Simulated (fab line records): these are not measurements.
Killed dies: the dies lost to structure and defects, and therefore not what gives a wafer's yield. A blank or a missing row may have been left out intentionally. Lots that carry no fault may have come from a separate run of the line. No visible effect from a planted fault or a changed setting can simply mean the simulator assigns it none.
fab line records	flow n5_finfet	part 1 of 2: steps 1 to 4 of 6
[record] lots = 24	wafers = 72	last_day = 18
route steps=1938 shown BEOL_M10@1483 BEOL_M11@1553
lots with no fault: from the same line, run without faults
start_h: hours from the record's opening day to when the first of the lot's shown wafers began	wait_h: hours elapsed since this lot's preceding step	" same as the row above	L1.1+2: a single row standing in for several wafers	- value missing, or start not given	* or withheld: withheld	< > ~ a bound
route shown NAME@n: names a module that has steps shown in the file, with the first one's number in the route	usual: average and standard deviation across the fault-free wafers	same: alike in all rows	chamber/n: place in a boat	sites: readings site by site	_std_site: standard deviation across them	_edge_site: outer sites' mean less inner sites'	radius_mm: for every site, how far away it sits from the centre of the wafer	mask NAME#n: copy n	behind: the tool/chamber that last shaped the wafer	hold: cause of the lot's hold/its duration in hours/its outcome	device: the n, p or np transistor that did not switch	end of line: the tests these same wafers got at the end of their route	a step with no rows: only its recipe	killed: dies that structure and defects cost at the first sort, which is not the same as the wafer's yield	map: shows each die of a wafer: x if killed, . if not, _ if none is there
set.NAME: the run value of the setting; set.NAME@STEP: its run value at that earlier step	model.NAME: the simulator's own value behind a step, which no gauge read
route steps across a sampled set of lots; one table per step, one row per wafer
services: when a tool's chamber went out of use (start_h, in hours from the record's first day, below 0 if earlier), for how many hours, and the reason
[[steps]]
[step N5_BEOL_M10_CD_MEAS_11]
[recipe] target_cd_nm = 64.1	landing_energy_ev = 500	detector = se_inlens	polarity = opening
[usual] cd_nm = 63.6/0.68
lot.wafer	tool	chamber	start_h	wait_h	cd_nm
L074.3	cd_sem-02	0	204.20	-	63.3
L074.5	"	0	"	"	63.1
L074.6	"	0	"	"	63.2
L076.1	cd_sem-01	0	215.40	-	63.0
L076.4	"	0	"	"	64.0
L076.6	"	0	"	"	64.1
L075.2	cd_sem-02	0	219.27	-	64.0
L075.5	"	0	"	"	64.4
L075.6	"	0	"	"	63.9
L077.2	cd_sem-03	0	227.36	-	63.5
L077.3	"	0	"	"	63.4
L077.4	"	0	"	"	63.1
L078.3	cd_sem-02	0	235.74	-	62.3
L078.4	"	0	"	"	62.7
L078.6	"	0	"	"	63.2
L079.1	cd_sem-02	0	242.00	-	63.8
L079.4	"	0	"	"	63.5
L079.6	"	0	"	"	62.5
L081.2	cd_sem-01	0	246.76	-	63.2
L081.4	"	0	"	"	64.5
L081.6	"	0	"	"	64.5
L080.1	cd_sem-01	0	256.93	-	62.3
L080.2	"	0	"	"	63.0
L080.3	"	0	"	"	63.4
L082.2	cd_sem-02	0	263.32	-	63.8
L082.3	"	0	"	"	63.8
L082.6	"	0	"	"	63.8
L083.1	cd_sem-02	0	270.24	-	63.0
L083.3	"	0	"	"	63.6
L083.6	"	0	"	"	63.8
L084.1	cd_sem-02	0	273.47	-	63.7
L084.2	"	0	"	"	63.2
L084.5	"	0	"	"	63.6
L086.2	cd_sem-01	0	283.54	-	62.9
L086.4	"	0	"	"	63.7
L086.6	"	0	"	"	62.8
L088.1	cd_sem-01	0	290.55	-	64.2
L088.2	"	0	"	"	65.1
L088.3	"	0	"	"	64.8
L085.4	cd_sem-02	0	290.78	-	64.1
L085.5	"	0	"	"	62.8
L085.6	"	0	"	"	62.9
L087.1	cd_sem-01	0	293.24	-	64.4
L087.2	"	0	"	"	64.2
L087.3	"	0	"	"	63.9
L089.1	cd_sem-01	0	300.11	-	64.0
L089.3	"	0	"	"	63.7
L089.4	"	0	"	"	62.8
L091.3	cd_sem-03	0	317.97	-	63.5
L091.4	"	0	"	"	62.8
L091.6	"	0	"	"	62.6
L093.1	cd_sem-03	0	330.63	-	64.1
L093.4	"	0	"	"	64.8
L093.6	"	0	"	"	63.3
L090.2	cd_sem-01	0	330.84	-	63.8
L090.3	"	0	"	"	64.8
L090.5	"	0	"	"	63.7
L092.2	cd_sem-02	0	337.48	-	63.4
L092.4	"	0	"	"	62.8
L092.6	"	0	"	"	64.1
L094.1	cd_sem-02	0	350.85	-	63.0
L094.2	"	0	"	"	64.6
L094.3	"	0	"	"	62.8
L096.2	cd_sem-02	0	353.62	-	64.6
L096.3	"	0	"	"	63.5
L096.5	"	0	"	"	64.3
L095.3	cd_sem-02	0	354.29	-	63.4
L095.5	"	0	"	"	64.1
L095.6	"	0	"	"	63.8
L097.2	cd_sem-03	0	363.47	-	63.2
L097.4	"	0	"	"	64.2
L097.5	"	0	"	"	63.8
[step N5_BEOL_M10_VIA_ETCH_34]
[recipe] chemistry = C4F6/O2	target = SiCOH_lowk	target_depth_a = 1845	mask_material = SOC	taper_deg = 4	time_s = 69.2	ion_energy_ev = 250	pressure_mtorr = 30	source_w = 345	bias_w = 185	Ar_flow_sccm = 300	C4F6_flow_sccm = 10	O2_flow_sccm = 10
[usual] drypump_motor_current_A = 5.8/0.39	oes_product_au = 0.82/0.1	rf_vpp_V = 653/19	showerhead_plenum_p_Torr = 2.85/0.096	throttle_valve_pct = 20.72/0.2
lot.wafer	tool	chamber	start_h	wait_h	drypump_motor_current_A	oes_product_au	rf_hours_counter_h	rf_vpp_V	showerhead_plenum_p_Torr	throttle_valve_pct
L074.3	rie_diel-04	0	206.63	0.0	5.6	0.84	62	670	2.99	20.84
L074.5	"	3	"	"	6.0	0.91	-	674	2.80	20.54
L074.6	"	2	"	"	5.3	0.67	-	648	2.80	21.18
L076.1	rie_diel-02	0	217.10	0.0	6.2	0.67	229	629	2.72	20.88
L076.4	"	3	"	"	6.5	0.66	-	644	2.84	20.82
L076.6	"	0	"	"	6.1	0.68	-	631	2.72	20.87
L075.2	rie_diel-04	2	223.09	0.0	5.3	0.66	261	648	2.80	21.18
L075.5	"	0	"	"	5.6	0.83	-	672	2.99	20.84
L075.6	"	2	"	"	5.3	0.66	-	649	2.80	21.19
L077.2	rie_diel-02	0	228.90	0.0	6.1	0.67	233	631	2.72	20.88
L077.3	"	3	"	"	6.6	0.66	228	645	2.84	20.82
L077.4	"	2	"	"	5.6	0.95	0	634	2.79	20.65
L078.3	rie_diel-02	1	238.70	0.0	5.9	0.87	34	683	2.88	20.44
L078.4	"	3	"	"	6.6	0.65	229	644	2.84	20.84
L078.6	"	3	"	"	6.6	0.66	-	647	2.84	20.83
L079.1	rie_diel-02	0	245.86	0.0	6.1	0.67	240	629	2.72	20.86
L079.4	"	1	"	"	5.9	0.87	37	683	2.88	20.43
L079.6	"	3	"	"	6.5	0.66	-	645	2.84	20.84
L081.2	rie_diel-02	2	249.42	0.0	5.6	0.93	8	631	2.79	20.68
L081.4	"	0	"	"	6.1	0.66	240	629	2.72	20.89
L081.6	"	0	"	"	6.1	0.66	-	631	2.72	20.88
L080.1	rie_diel-02	1	260.70	0.0	5.9	0.86	41	682	2.88	20.45
L080.2	"	3	"	"	6.6	0.66	236	645	2.83	20.86
L080.3	"	2	"	"	5.6	0.93	11	632	2.79	20.67
L082.2	rie_diel-05	0	265.62	0.0	5.1	0.88	39	617	2.92	20.55
L082.3	"	2	"	"	5.5	0.70	203	665	2.58	20.72
L082.6	"	1	"	"	6.1	0.73	-	664	2.93	20.97
L083.1	rie_diel-02	0	272.09	0.0	6.1	0.66	248	630	2.71	20.89
L083.3	"	2	"	"	5.6	0.90	15	633	2.79	20.69
L083.6	"	0	"	"	6.1	0.65	-	630	2.71	20.89
L084.1	rie_diel-02	0	275.22	0.0	6.1	0.65	249	630	2.71	20.91
L084.2	"	1	"	"	5.9	0.85	46	681	2.87	20.47
L084.5	"	2	"	"	5.6	0.90	-	632	2.79	20.66
L086.2	rie_diel-04	3	285.39	0.0	6.0	0.86	54	674	2.79	20.58
L086.4	"	1	"	"	5.5	0.68	240	655	2.93	20.74
L086.6	"	1	"	"	5.5	0.68	-	655	2.93	20.72
L088.1	rie_diel-02	2	294.54	0.0	5.6	0.89	25	631	2.78	20.69
L088.2	"	0	"	"	6.1	0.97	1	640	3.05	20.52
L088.3	"	1	"	"	5.9	0.84	55	683	2.87	20.47
L085.4	rie_diel-04	2	295.10	0.0	5.3	0.92	17	648	2.79	20.80
L085.5	"	1	"	"	5.5	0.67	-	656	2.92	20.72
L085.6	"	2	"	"	5.3	0.93	-	646	2.79	20.81
L087.1	rie_diel-02	2	296.43	0.0	5.6	0.88	26	631	2.78	20.71
L087.2	"	1	"	"	5.9	0.83	56	682	2.87	20.47
L087.3	"	0	"	"	6.1	0.97	3	643	3.05	20.52
L089.1	rie_diel-02	2	303.51	0.0	5.6	0.88	31	632	2.78	20.69
L089.3	"	0	"	"	6.1	0.95	7	640	3.05	20.53
L089.4	"	0	"	"	6.2	0.94	-	639	3.05	20.53
L091.3	rie_diel-02	1	322.36	0.0	5.9	0.82	69	680	2.86	20.49
L091.4	"	0	"	"	6.1	0.93	15	640	3.05	20.55
L091.6	"	2	"	"	5.6	0.86	-	632	2.78	20.73
L093.1	rie_diel-02	1	332.10	0.0	5.9	0.82	72	683	2.86	20.51
L093.4	"	3	"	"	6.6	0.94	6	647	2.82	20.55
L093.6	"	1	"	"	5.9	0.82	-	682	2.86	20.49
L090.2	rie_diel-04	2	333.07	0.0	5.3	0.88	34	648	2.78	20.82
L090.3	"	1	"	"	5.5	0.96	5	655	2.92	20.44
L090.5	"	1	"	"	5.5	0.96	-	655	2.92	20.45
L092.2	rie_diel-04	0	338.77	0.0	5.6	0.77	118	670	2.97	20.92
L092.4	"	1	"	"	5.5	0.93	8	654	2.92	20.44
L092.6	"	2	"	"	5.3	0.87	-	647	2.78	20.82
L094.1	rie_diel-04	2	353.15	0.0	5.3	0.87	42	646	2.78	20.84
L094.2	"	0	"	"	5.6	0.77	123	669	2.96	20.93
L094.3	"	1	"	"	5.5	0.93	13	655	2.92	20.43
L096.2	rie_diel-04	2	356.11	0.0	5.3	0.87	44	646	2.78	20.84
L096.3	"	1	"	"	5.5	0.92	15	656	2.92	20.46
L096.5	"	2	"	"	5.3	0.87	-	648	2.78	20.83
L095.3	rie_diel-05	0	357.06	0.0	5.1	0.85	64	617	2.91	20.58
L095.5	"	0	"	"	5.1	0.84	-	618	2.91	20.60
L095.6	"	1	"	"	6.1	0.71	-	666	2.92	21.01
L097.2	rie_diel-04	3	365.55	0.0	6.0	0.84	76	673	2.78	20.62
L097.4	"	0	"	"	5.6	0.77	129	670	2.96	20.93
L097.5	"	1	"	"	5.5	0.91	-	655	2.91	20.45
[step N5_BEOL_M10_ANNEAL_51]
[recipe] temp_c = 225	time_s = 90	ambient = N2
[usual] wafer_temp_C_max = 226.01/0.24
lot.wafer	tool	chamber	start_h	wait_h	wafer_temp_C_max
L074.3	rtp_anneal-01	0	209.95	0.2	225.96
L074.5	"	0	"	"	225.80
L074.6	"	0	"	"	225.89
L076.1	rtp_anneal-01	0	220.03	0.4	226.02
L076.4	"	0	"	"	225.94
L076.6	"	0	"	"	225.66
L075.2	rtp_anneal-01	0	225.69	0.7	225.67
L075.5	"	0	"	"	225.57
L075.6	"	0	"	"	225.83
L077.2	rtp_anneal-01	0	232.31	0.3	226.18
L077.3	"	0	"	"	226.11
L077.4	"	0	"	"	226.14
L078.3	rtp_anneal-01	0	240.85	0.3	225.59
L078.4	"	0	"	"	226.06
L078.6	"	0	"	"	226.02
L079.1	rtp_anneal-02	0	248.68	0.5	226.02
L079.4	"	0	"	"	226.15
L079.6	"	0	"	"	226.40
L081.2	rtp_anneal-02	0	254.13	0.2	226.48
L081.4	"	0	"	"	225.69
L081.6	"	0	"	"	226.43
L080.1	rtp_anneal-02	0	262.76	0.1	225.90
L080.2	"	0	"	"	225.60
L080.3	"	0	"	"	226.00
L082.2	rtp_anneal-02	0	267.74	0.4	225.99
L082.3	"	0	"	"	226.13
L082.6	"	0	"	"	226.21
L083.1	rtp_anneal-02	0	274.74	0.9	226.17
L083.3	"	0	"	"	226.14
L083.6	"	0	"	"	225.94
L084.1	rtp_anneal-02	0	278.79	0.2	226.00
L084.2	"	0	"	"	226.19
L084.5	"	0	"	"	226.43
L086.2	rtp_anneal-02	0	289.03	1.1	226.03
L086.4	"	0	"	"	226.18
L086.6	"	0	"	"	225.77
L088.1	rtp_anneal-01	0	296.90	0.1	226.23
L088.2	"	0	"	"	225.61
L088.3	"	0	"	"	225.81
L085.4	rtp_anneal-02	0	297.11	0.2	226.02
L085.5	"	0	"	"	226.73
L085.6	"	0	"	"	226.42
L087.1	rtp_anneal-01	0	298.42	0.1	226.12
L087.2	"	0	"	"	225.96
L087.3	"	0	"	"	226.21
L089.1	rtp_anneal-02	0	305.70	0.1	226.35
L089.3	"	0	"	"	225.98
L089.4	"	0	"	"	225.92
L091.3	rtp_anneal-02	0	325.02	0.6	226.00
L091.4	"	0	"	"	225.91
L091.6	"	0	"	"	226.27
L093.1	rtp_anneal-02	0	334.67	0.3	226.11
L093.4	"	0	"	"	225.87
L093.6	"	0	"	"	226.44
L090.2	rtp_anneal-02	0	335.07	0.1	225.92
L090.3	"	0	"	"	225.46
L090.5	"	0	"	"	226.08
L092.2	rtp_anneal-02	0	341.08	0.3	225.75
L092.4	"	0	"	"	225.71
L092.6	"	0	"	"	225.65
L094.1	rtp_anneal-02	0	355.20	0.1	226.07
L094.2	"	0	"	"	225.97
L094.3	"	0	"	"	226.35
L096.2	rtp_anneal-02	0	358.41	0.1	225.81
L096.3	"	0	"	"	225.76
L096.5	"	0	"	"	226.50
L095.3	rtp_anneal-01	0	358.99	0.3	226.07
L095.5	"	0	"	"	225.78
L095.6	"	0	"	"	225.81
L097.2	rtp_anneal-01	0	368.32	0.3	225.60
L097.4	"	0	"	"	225.97
L097.5	"	0	"	"	225.95
[step N5_BEOL_M10_DEP_56]
[recipe] material = SiCN	target_thk_a = 150	temp_c = withheld	precursor = 3MS/NH3	pressure_torr = 3	rf_w = 202	time_s = 26.5
[usual] showerhead_plenum_p_Torr = 3.669/0.011	throttle_valve_pct = 9.1/0.53
lot.wafer	tool	chamber	start_h	wait_h	showerhead_plenum_p_Torr	throttle_valve_pct
L074.3	pecvd-04	0	210.52	0.0	3.679	9.8
L074.5	"	0	"	"	3.676	9.8
L074.6	"	1	"	"	3.654	9.4
L076.1	pecvd-01	0	220.68	0.0	3.662	8.7
L076.4	"	0	"	"	3.656	8.8
L076.6	"	2	"	"	3.670	8.5
L075.2	pecvd-03	1	226.31	0.0	3.653	8.7
L075.5	"	1	"	"	3.657	8.8
L075.6	"	0	"	"	3.680	9.1
L077.2	pecvd-04	0	233.02	0.0	3.673	9.9
L077.3	"	1	"	"	3.655	9.4
L077.4	"	2	"	"	3.665	9.1
L078.3	pecvd-04	2	241.59	0.0	3.681	9.1
L078.4	"	1	"	"	3.655	9.4
L078.6	"	2	"	"	3.679	9.2
L079.1	pecvd-03	0	249.34	0.0	3.678	9.3
L079.4	"	2	"	"	3.683	8.2
L079.6	"	0	"	"	3.673	9.2
L081.2	pecvd-04	1	254.75	0.0	3.649	9.4
L081.4	"	1	"	"	3.648	9.3
L081.6	"	0	"	"	3.693	9.8
L080.1	pecvd-03	2	263.48	0.0	3.668	8.3
L080.2	"	0	"	"	3.684	9.5
L080.3	"	1	"	"	3.669	8.9
L082.2	pecvd-03	1	268.35	0.0	3.654	8.7
L082.3	"	0	"	"	3.683	9.3
L082.6	"	1	"	"	3.652	9.1
L083.1	pecvd-04	1	275.73	0.0	3.655	9.5
L083.3	"	1	"	"	3.662	9.4
L083.6	"	0	"	"	3.683	10.0
L084.1	pecvd-03	2	279.71	0.0	3.677	8.4
L084.2	"	0	"	"	3.688	9.4
L084.5	"	1	"	"	3.664	9.0
L086.2	pecvd-03	2	289.67	0.0	3.683	8.1
L086.4	"	1	"	"	3.660	8.8
L086.6	"	1	"	"	3.659	9.1
L085.4	pecvd-04	1	297.65	0.0	3.648	9.3
L085.5	"	0	"	"	3.680	10.0
L085.6	"	2	"	"	3.677	8.5
L088.1	pecvd-01	0	297.82	0.0	3.656	8.9
L088.2	"	1	"	"	3.672	9.5
L088.3	"	2	"	"	3.680	8.8
L087.1	pecvd-04	1	299.35	0.0	3.654	9.5
L087.2	"	2	"	"	3.672	8.9
L087.3	"	0	"	"	3.686	10.0
L089.1	pecvd-04	0	306.46	0.0	3.685	10.2
L089.3	"	2	"	"	3.668	8.7
L089.4	"	2	"	"	3.681	8.7
L091.3	pecvd-03	1	325.60	0.0	3.659	8.5
L091.4	"	0	"	"	3.683	9.1
L091.6	"	1	"	"	3.658	9.0
L093.1	pecvd-04	2	335.32	0.0	3.675	8.8
L093.4	"	2	"	"	3.677	8.6
L093.6	"	0	"	"	3.686	9.8
L090.2	pecvd-04	0	335.70	0.0	3.678	9.9
L090.3	"	1	"	"	3.661	9.4
L090.5	"	2	"	"	3.678	8.9
L092.2	pecvd-01	0	341.69	0.0	3.657	8.6
L092.4	"	1	"	"	3.673	9.3
L092.6	"	2	"	"	3.668	8.6
L094.1	pecvd-01	0	355.85	0.0	3.657	8.7
L094.2	"	1	"	"	3.665	9.3
L094.3	"	2	"	"	3.674	8.7
L096.2	pecvd-03	1	359.02	0.0	3.656	9.0
L096.3	"	2	"	"	3.673	8.6
L096.5	"	1	"	"	3.648	8.8
L095.3	pecvd-01	1	359.59	0.0	3.674	9.3
L095.5	"	1	"	"	3.677	9.3
L095.6	"	0	"	"	3.669	8.7
L097.2	pecvd-04	2	368.92	0.0	3.677	8.6
L097.4	"	2	"	"	3.668	8.9
L097.5	"	0	"	"	3.679	9.7
